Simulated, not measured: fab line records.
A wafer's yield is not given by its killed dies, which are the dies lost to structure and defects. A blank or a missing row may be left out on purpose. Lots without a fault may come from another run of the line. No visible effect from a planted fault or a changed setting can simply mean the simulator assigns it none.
Matching of chambers || flow n5 finfet || 4 sister chambers for N5_BEOL_M10_STRIP_36 on rie diel-01
The step strips in N2/H2. 4 wafers are shown with their chamber, then 10 later ones without.

WAFERS WITH THEIR CHAMBER
{"wafer": "L080.2", "chamber": 3, "throttle valve pct (%)": 23.93}
{"wafer": "L085.6", "chamber": 1, "throttle valve pct (%)": 23.24}
{"wafer": "L086.2", "chamber": 2, "throttle valve pct (%)": 23.82}
{"wafer": "L086.3", "chamber": 0, "throttle valve pct (%)": 23.73}

WAFERS WHOSE CHAMBER IS MISSING
{"wafer": "L086.6", "throttle valve pct (%)": 23.25}
{"wafer": "L089.2", "throttle valve pct (%)": 23.72}
{"wafer": "L089.4", "throttle valve pct (%)": 23.25}
{"wafer": "L089.5", "throttle valve pct (%)": 23.25}
{"wafer": "L091.2", "throttle valve pct (%)": 23.82}
{"wafer": "L091.3", "throttle valve pct (%)": 23.78}
{"wafer": "L091.6", "throttle valve pct (%)": 23.76}
{"wafer": "L097.2", "throttle valve pct (%)": 23.02}
{"wafer": "L097.4", "throttle valve pct (%)": 23.83}
{"wafer": "L097.5", "throttle valve pct (%)": 23.03}

WHICH CHAMBER EACH ONE RAN IN
{"wafer": "L086.6", "from the rows above": 1, "in truth": 1}
{"wafer": "L089.2", "from the rows above": "can't be placed: 0 or 2", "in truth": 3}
{"wafer": "L089.4", "from the rows above": 1, "in truth": 1}
{"wafer": "L089.5", "from the rows above": 1, "in truth": 1}
{"wafer": "L091.2", "from the rows above": "can't be placed: 2 or 0 or 3", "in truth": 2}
{"wafer": "L091.3", "from the rows above": "can't be placed: 2 or 0 or 3", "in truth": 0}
{"wafer": "L091.6", "from the rows above": "can't be placed: 0 or 2 or 3", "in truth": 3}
{"wafer": "L097.2", "from the rows above": 1, "in truth": 1}
{"wafer": "L097.4", "from the rows above": "can't be placed: 2 or 0 or 3", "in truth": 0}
{"wafer": "L097.5", "from the rows above": 1, "in truth": 1}
5 of 10 placed correctly. These rows do not allow placing 5 (true chamber among the candidates in 4). Number placed wrongly: 0.
How it was worked out, from the rows above alone: a wafer's distance from a chamber is the root of the sum, over the readings, of the square of ((its reading less the chamber's mean) divided by the reading's scatter). If the next closest chamber is less than 2 further off than the closest, the wafer can't be placed; otherwise it belongs to the closest. The mean given for a chamber averages the wafers shown for that chamber. The scatter (one wafer shown for each chamber): square how far every hidden wafer sits from the nearest shown wafer, average those squares and take the square root.
